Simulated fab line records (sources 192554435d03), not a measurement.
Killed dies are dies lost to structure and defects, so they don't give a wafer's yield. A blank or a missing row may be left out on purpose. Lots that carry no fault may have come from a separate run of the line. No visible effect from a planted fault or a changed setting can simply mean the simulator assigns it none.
A lot that was struck, set against a sound lot + flow n5Finfet + 26 out of 1938 route steps
Sound: the wafers L996.2, L996.4, L996.5. Struck: wafers L104.3, L104.4, L104.6. The cause is named last.
Order at every step that has rows: each side's tool, ch and its chambers, its first start. Under that, the readings that differ: sound wafers + struck wafers + difference of the means + sigmas: that difference in standard deviations of wafers without a fault.
alike: readings with means less than 2 such deviations apart, plus words and numbers identical on both sides. not compared: withheld readings, readings lacking a value on some wafer, bounds such as >300 that could conceal the same value, and numbers that have no deviation in the record and whose values overlap.
The two part at a step that has a row with sigmas, a row that says differs or no value, or rows on one side only. Numbers that have no deviation but don't overlap get no sigmas and don't part them. A reading missing from all wafers of one side parts the sides only when that side holds two or more wafers.

first, 9 steps without rows for these wafers: N5_BEOL_M14_COAT_04 (resist thk 800 nm); N5_BEOL_M14_EBR_06; N5_BEOL_M14_SOFTBAKE_05 (time 60 s); N5_BEOL_M14_EXPOSE_07 (exposes mask V13); N5_BEOL_M14_PEB_08 (peb time 90 s); N5_BEOL_M14_DEVELOP_09 (develop time 45 s); N5_BEOL_M14_HARDBAKE_14 (time 120 s); N5_BEOL_M14_DESCUM_15 (chemistry O2, time 7.9 s); N5_BEOL_M14_ETCH_59 (etches BARC in N2/H2, target depth 89 nm, overetch 26.7 nm, time 67.9 s).
N5_BEOL_M14_VIA_ETCH_16: etches SiO2 in C4F8/O2/Ar, target depth 1231.3 nm.
  sound on rieDiel-02 ch 1,2, day 12 00:29; struck on rieDiel-02 ch 0,1, day 14 04:08
  alike: O2_flow_sccm, drypumpMotorCurrentA, mfcArSccm, oesProductAu, rfVppV, showerheadPlenumPTorr, throttleValvePct
then, 13 steps without rows for these wafers: N5_BEOL_M14_STRIP_63 (strips in O2); N5_BEOL_M14_STRIP_64 (strips in O2); N5_BEOL_M14_STRIP_71 (strips in post etch residue remover, time 60 s); N5_BEOL_M14_SRD_72 (time 30 s, dry time 30 s); N5_BEOL_M14_COAT_65 (time 60 s, resist thk 450 nm); N5_BEOL_M14_COAT_66 (time 60 s, resist thk 110 nm); N5_BEOL_M14_COAT_22 (resist thk 300 nm); N5_BEOL_M14_EBR_24; N5_BEOL_M14_SOFTBAKE_23 (time 60 s); N5_BEOL_M14_EXPOSE_25 (exposes mask M14, target cd 280 nm); N5_BEOL_M14_PEB_26 (peb time 90 s); N5_BEOL_M14_DEVELOP_27 (develop time 45 s); N5_BEOL_M14_HARDBAKE_32 (time 120 s).
N5_BEOL_M14_INSPECT_30: inspects for defects (macro).
  sound on defectInspect-01, day 12 01:21; struck on defectInspect-02, day 14 04:59
| reading        | sound | struck         | difference | sigmas |
|----------------|-------|----------------|------------|--------|
| rawDefectCount | 2 2 1 | >300 >300 >300 | differs    |        |
then, 1 step without rows for these wafers: N5_BEOL_M14_DESCUM_33 (chemistry O2, time 7.9 s).
N5_PASSIVATION_PROBE_49:
  the record has rows for the struck wafers here (prober-01, day 15 05:55) and none for the sound ones

## WHERE THEY PART
Earliest at N5_BEOL_M14_INSPECT_30; latest, in this record, at N5_PASSIVATION_PROBE_49.

WHY: whatever the simulator had introduced
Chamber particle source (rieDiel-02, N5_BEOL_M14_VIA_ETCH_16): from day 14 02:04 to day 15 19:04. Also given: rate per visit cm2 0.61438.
